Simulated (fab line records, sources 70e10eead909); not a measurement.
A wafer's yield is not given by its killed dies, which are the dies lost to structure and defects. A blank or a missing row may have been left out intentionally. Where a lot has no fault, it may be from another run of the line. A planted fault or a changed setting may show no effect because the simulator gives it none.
fab line records ; flow nand_harc
record lots=5; wafers=15; last_day=34
route steps=1302 shown P_GATE@185
lots untouched by any fault: they come from a run of this same line in which no faults occurred
start_h: hours from the record's first day to the start of the lot's first wafer shown ; wait_h: hours elapsed since this lot's preceding step ; " unchanged from the row above ; L1.1+2: a single row standing in for several wafers ; - value missing, or start not given ; * or withheld: withheld ; < > ~ a bound
route shown NAME@n: NAME is a module with steps in the file, n the number in the route of the first one ; usual: mean and standard deviation over wafers with no fault ; same: alike in all rows ; chamber/n: place in a boat ; sites: each site's reading ; _std_site: how widely they spread, as a standard deviation ; _edge_site: the outer-site mean with the inner-site mean subtracted ; radius_mm: how far each site lies from the wafer's centre ; mask NAME#n: copy n ; behind: the most recent tool/chamber to have shaped the wafer ; hold: what put the lot on hold/how long, in hours/how the hold closed ; device: which transistor (n, p or np) failed to switch ; end of line: tests of these same wafers at the route's end ; a step without rows: its recipe alone ; killed: not the wafer's yield, but the dies lost to structure and defects at the first sort ; map: the dies of a wafer, with x for killed, . for not killed, _ for no die there
set.NAME: the setting the step ran with; set.NAME@STEP: the setting that earlier step ran with ; model.NAME: the simulator's own value behind a step, which no gauge read
lots at selected steps of the route; one table per step, one row per wafer
services: from which hour (start_h, from the record's first day; less than 0 if before it) a tool's chamber was out of use, for how many hours, and why
## steps
# step NHARC_P_GATE_CD_MEAS_59
# recipe target_cd_nm=720; landing_energy_ev=500
# usual cd_nm=720.2/1.5
lot.wafer;tool;chamber;start_h;wait_h;cd_nm
L527.1;cd_sem-01;0;197.22;-;721.0
L527.4;cd_sem-01;0;197.22;-;719.9
L527.5;cd_sem-01;0;197.22;-;720.8
L530.1;cd_sem-02;0;231.68;-;720.3
L530.2;cd_sem-02;0;231.68;-;720.8
L530.3;cd_sem-02;0;231.68;-;722.8
L532.1;cd_sem-03;0;258.91;-;721.0
L532.4;cd_sem-03;0;258.91;-;718.2
L532.6;cd_sem-03;0;258.91;-;721.1
L535.2;cd_sem-02;0;284.32;-;722.4
L535.4;cd_sem-02;0;284.32;-;720.8
L535.6;cd_sem-02;0;284.32;-;722.7
L541.1;cd_sem-01;0;346.27;-;716.0
L541.2;cd_sem-01;0;346.27;-;719.4
L541.6;cd_sem-01;0;346.27;-;720.9
# step NHARC_P_GATE_HARDBAKE_60
# recipe temp_c=125; time_s=80
# step NHARC_P_GATE_DESCUM_61
# recipe time_s=3; o2_flow_sccm=200; ar_flow_sccm=0; bias_power_w=0; chemistry=O2
# usual drypump_motor_current_A=5.6/0.4; mfc_ar_sccm=0.014/0.014; oes_product_au=0.999/0.0096; rf_vpp_V=57.7/0.89; showerhead_plenum_p_Torr=1.92/0.07; throttle_valve_pct=11.311/0.0091
lot.wafer;tool;chamber;start_h;wait_h;drypump_motor_current_A;mfc_ar_sccm;oes_product_au;rf_hours_counter_h;rf_vpp_V;showerhead_plenum_p_Torr;throttle_valve_pct
L527.1;rie_diel-01;0;197.38;-;4.9;0.002;1.017;9;58.3;1.86;11.306
L527.4;rie_diel-01;2;197.38;-;6.0;0.019;1.014;7;57.6;1.87;11.307
L527.5;rie_diel-01;1;197.38;-;5.5;0.025;1.007;-;56.9;1.98;11.304
L530.2;rie_diel-10;0;231.85;-;6.0;0.028;0.990;10;58.8;2.06;11.307
L530.1;rie_diel-10;1;231.85;-;5.5;0.038;0.999;9;57.9;1.90;11.313
L530.3;rie_diel-10;2;231.85;-;5.8;0;1.006;10;56.2;1.94;11.311
L532.1;rie_diel-10;0;259.10;-;6.0;0.028;0.992;0;58.3;2.06;11.304
L532.4;rie_diel-10;1;259.10;-;5.5;0.038;1.005;0;57.6;1.90;11.310
L532.6;rie_diel-10;2;259.10;-;5.7;0;0.999;-;58.3;1.94;11.307
L535.2;rie_diel-10;0;284.49;-;6.0;0.028;0.996;1;58.9;2.06;11.316
L535.4;rie_diel-10;2;284.49;-;5.8;0;1.019;2;59.1;1.94;11.325
L535.6;rie_diel-10;3;284.49;-;5.6;0.013;1.009;-;57.8;1.87;11.307
L541.2;rie_diel-01;3;346.44;-;5.1;0;1.000;7;58.8;1.84;11.316
L541.1;rie_diel-01;0;346.44;-;4.9;0.002;1.009;7;58.4;1.86;11.308
L541.6;rie_diel-01;3;346.44;-;5.1;0;1.003;-;56.7;1.84;11.309
# step NHARC_P_GATE_IMPLANT_62
# recipe energy_kev=20; dose_cm2=3e+15; tilt_deg=7
# step NHARC_P_GATE_STRIP_112
# recipe power_w=1500; temp_c=110; time_s=200; chemistry=N2/H2
# usual drypump_motor_current_A=6.0/0.4; heater_power_w=84/6
lot.wafer;tool;chamber;start_h;wait_h;drypump_motor_current_A;heater_power_w;rf_hours_counter_h
L527.1;plasma_asher-02;1;197.75;0.2;5.6;92;27
L527.4;plasma_asher-02;0;197.75;0.2;6.2;79;-
L527.5;plasma_asher-02;0;197.75;0.2;6.2;79;-
L530.1;plasma_asher-02;0;232.21;0.2;6.2;79;31
L530.2;plasma_asher-02;1;232.21;0.2;5.6;93;31
L530.3;plasma_asher-02;0;232.21;0.2;6.2;80;-
L532.1;plasma_asher-01;0;259.48;0.2;6.5;87;17
L532.4;plasma_asher-01;0;259.48;0.2;6.5;91;-
L532.6;plasma_asher-01;1;259.48;0.2;5.6;77;-
L535.2;plasma_asher-01;0;284.85;0.2;6.5;89;23
L535.4;plasma_asher-01;0;284.85;0.2;6.5;91;-
L535.6;plasma_asher-01;0;284.85;0.2;6.5;89;-
L541.1;plasma_asher-02;0;347.07;0.5;6.1;81;19
L541.2;plasma_asher-02;1;347.07;0.5;5.6;92;19
L541.6;plasma_asher-02;0;347.07;0.5;6.1;79;-
# step NHARC_P_GATE_STRIP_76
# recipe power_w=1500; temp_c=250; chemistry=O2
# usual drypump_motor_current_A=6.0/0.4; heater_power_w=314/22
lot.wafer;tool;chamber;start_h;wait_h;drypump_motor_current_A;heater_power_w;rf_hours_counter_h
L527.1;plasma_asher-02;1;198.01;0.2;5.6;339;27
L527.4;plasma_asher-02;0;198.01;0.2;6.2;300;-
L527.5;plasma_asher-02;0;198.01;0.2;6.2;298;-
L530.1;plasma_asher-02;0;232.48;0.2;6.1;295;32
L530.2;plasma_asher-02;1;232.48;0.2;5.6;349;32
L530.3;plasma_asher-02;0;232.48;0.2;6.2;298;-
L532.1;plasma_asher-01;0;259.71;0.2;6.5;331;17
L532.4;plasma_asher-01;0;259.71;0.2;6.5;331;-
L532.6;plasma_asher-01;1;259.71;0.2;5.7;293;-
L535.2;plasma_asher-01;0;285.11;0.2;6.5;334;23
L535.4;plasma_asher-01;0;285.11;0.2;6.5;329;-
L535.6;plasma_asher-01;0;285.11;0.2;6.5;337;-
L541.1;plasma_asher-02;0;347.33;0.2;6.2;298;20
L541.2;plasma_asher-02;1;347.33;0.2;5.5;328;20
L541.6;plasma_asher-02;0;347.33;0.2;6.2;315;-
# step NHARC_P_GATE_STRIP_63
# recipe time_s=900; temp_c=130; chemistry=SPM
# step NHARC_P_GATE_DEHYDRATE_83
# recipe temp_c=150; time_s=120
# step NHARC_P_GATE_HMDS_84
# recipe time_s=30
# step NHARC_P_GATE_COAT_85
# recipe spin_rpm=3000
# step NHARC_P_GATE_SOFTBAKE_86
# recipe temp_c=122; time_s=95
# step NHARC_P_GATE_EBR_87
# step NHARC_P_GATE_EXPOSE_88
# recipe na=0.6; target_cd_nm=2000; dose_mj=11.87; mask_id=P_HVN
lot.wafer;tool;chamber;start_h;wait_h;mask
L527.1+4+5;krf_scanner-03;0;198.77;-;P_HVN#0
L530.1+2+3;krf_scanner-04;0;233.24;-;P_HVN#0
L532.1+4+6;krf_scanner-04;0;260.34;-;P_HVN_R1#0
L535.2+4+6;krf_scanner-03;0;285.88;-;P_HVN#0
L541.1+2+6;krf_scanner-04;0;347.97;-;P_HVN#0
# step NHARC_P_GATE_PEB_89
# recipe peb_temp_c=118; peb_time_s=85
# step NHARC_P_GATE_DEVELOP_90
# recipe time_s=70
# step NHARC_P_GATE_CD_MEAS_91
# recipe target_cd_nm=2000; landing_energy_ev=500
# usual cd_nm=2000.3/2.1
lot.wafer;tool;chamber;start_h;wait_h;cd_nm
L527.1;cd_sem-02;0;198.93;-;2003.5
L527.4;cd_sem-02;0;198.93;-;2004.4
L527.5;cd_sem-02;0;198.93;-;2001.7
L530.1;cd_sem-01;0;233.40;-;1998.1
L530.2;cd_sem-01;0;233.40;-;1998.0
L530.3;cd_sem-01;0;233.40;-;1997.7
L532.1;cd_sem-03;0;260.50;-;2072.2
L532.4;cd_sem-03;0;260.50;-;2067.4
L532.6;cd_sem-03;0;260.50;-;2068.4
L535.2;cd_sem-02;0;286.03;-;1999.4
L535.4;cd_sem-02;0;286.03;-;2001.5
L535.6;cd_sem-02;0;286.03;-;2000.7
L541.1;cd_sem-03;0;348.12;-;1999.4
L541.2;cd_sem-03;0;348.12;-;2002.8
L541.6;cd_sem-03;0;348.12;-;2001.4
# step NHARC_P_GATE_HARDBAKE_92
# recipe temp_c=125; time_s=80
# step NHARC_P_GATE_DESCUM_93
# recipe time_s=3; o2_flow_sccm=200; ar_flow_sccm=0; bias_power_w=0; chemistry=O2
# usual drypump_motor_current_A=5.6/0.39; mfc_ar_sccm=0.014/0.014; oes_product_au=0.999/0.011; rf_vpp_V=57.7/0.9; showerhead_plenum_p_Torr=1.92/0.073; throttle_valve_pct=11.312/0.0091
lot.wafer;tool;chamber;start_h;wait_h;drypump_motor_current_A;mfc_ar_sccm;oes_product_au;rf_hours_counter_h;rf_vpp_V;showerhead_plenum_p_Torr;throttle_valve_pct;model.P_GATE.cd_nm
L527.1;rie_diel-01;2;199.12;-;6.0;0.019;1.011;7.4;57.4;1.87;11.323;2004
L527.4;rie_diel-01;3;199.12;-;5.1;0;0.991;8.7;56.6;1.84;11.315;2005
L527.5;rie_diel-01;1;199.12;-;5.5;0.025;0.999;-;58.1;1.98;11.308;2002
L530.3;rie_diel-03;0;233.56;-;5.4;0.037;0.974;8.2;58.5;1.98;11.309;1998
L530.2;rie_diel-03;2;233.56;-;5.0;0;0.984;8.2;56.8;1.96;11.303;1997
L530.1;rie_diel-03;3;233.56;-;6.1;0;1.004;8.4;57.6;1.80;11.310;1999
L532.4;rie_diel-10;1;260.68;-;5.5;0.038;1.000;0.0;57.1;1.90;11.299;2067
L532.1;rie_diel-10;2;260.68;-;5.8;0;1.010;0.0;58.6;1.94;11.307;2072
L532.6;rie_diel-10;3;260.68;-;5.6;0.013;1.010;-;57.1;1.87;11.316;2068
L535.2;rie_diel-10;0;286.20;-;6.0;0.028;0.987;1.6;60.6;2.06;11.318;1999
L535.4;rie_diel-10;1;286.20;-;5.5;0.038;0.986;1.8;57.1;1.90;11.307;2001
L535.6;rie_diel-10;0;286.20;-;6.0;0.028;0.990;-;58.1;2.06;11.315;2001
L541.2;rie_diel-03;1;348.28;-;6.1;0.007;1.015;4.7;57.1;1.97;11.302;2003
L541.1;rie_diel-03;3;348.28;-;6.1;0;1.004;3.4;57.3;1.80;11.308;1999
L541.6;rie_diel-03;1;348.28;-;6.1;0.007;1.009;-;58.1;1.97;11.318;2001
# step NHARC_P_GATE_IMPLANT_94
# recipe energy_kev=60; dose_cm2=2e+15; tilt_deg=7
## services
tool;chamber;start_h;hours;kind
krf_scanner-04;-;182.00;4.0;pm
rie_diel-10;0;197.27;-;clean
rie_diel-10;1;197.27;-;clean
rie_diel-10;2;197.27;-;clean
rie_diel-10;3;197.27;-;clean
rie_diel-01;-;203.88;9.0;pm
rie_diel-10;1;208.56;10.6;repair
rie_diel-01;0;216.30;5.2;repair
rie_diel-10;1;221.55;2.7;repair
krf_scanner-03;-;224.00;4.0;pm
plasma_asher-02;-;228.52;2.1;repair
rie_diel-10;-;242.77;9.0;pm
plasma_asher-02;-;249.22;9.0;pm
plasma_asher-02;0;249.22;9.0;vent_cycle
plasma_asher-02;1;249.22;9.0;vent_cycle
krf_scanner-04;-;254.81;1.4;repair
plasma_asher-02;0;258.22;-;clean
plasma_asher-02;1;258.22;-;clean
krf_scanner-03;-;275.49;0.1;repair
rie_diel-03;-;281.30;9.0;pm
rie_diel-03;3;291.79;10.1;repair
rie_diel-01;0;296.60;7.8;repair
rie_diel-10;1;318.84;3.5;repair
plasma_asher-01;-;342.12;9.0;pm
## key
first_sign step=NHARC_P_GATE_EXPOSE_88; reading=mask; direction=changed
effect step=NHARC_P_GATE_CD_MEAS_91; reading=cd_nm; direction=up; sigmas=32; usual=2000.3; struck=2069.4
model_effect step=NHARC_P_GATE_DESCUM_93; value=P_GATE.cd_nm; without=2001; struck=2069
met_at NHARC_P_GATE_EXPOSE_88
struck_wafers L532.1,L532.4,L532.6
tester_left_out L532
onset_between 233.24 260.34
fault kind=wrong_mask; tool=any; chamber=-; onset_h=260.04; steps=NHARC_P_GATE_EXPOSE_88; aux_copy=P_HVN_R1#0; cd_offset_nm=68.114; scope=struck_lots_only
# tester_left_out: of these lots the tester's yield and bins aren't shown, on N5 and GAA mostly nor the transistor test; their killed dies are dies lost to structure and defects alone, not to doping, threshold or leakage, so they don't give the yield
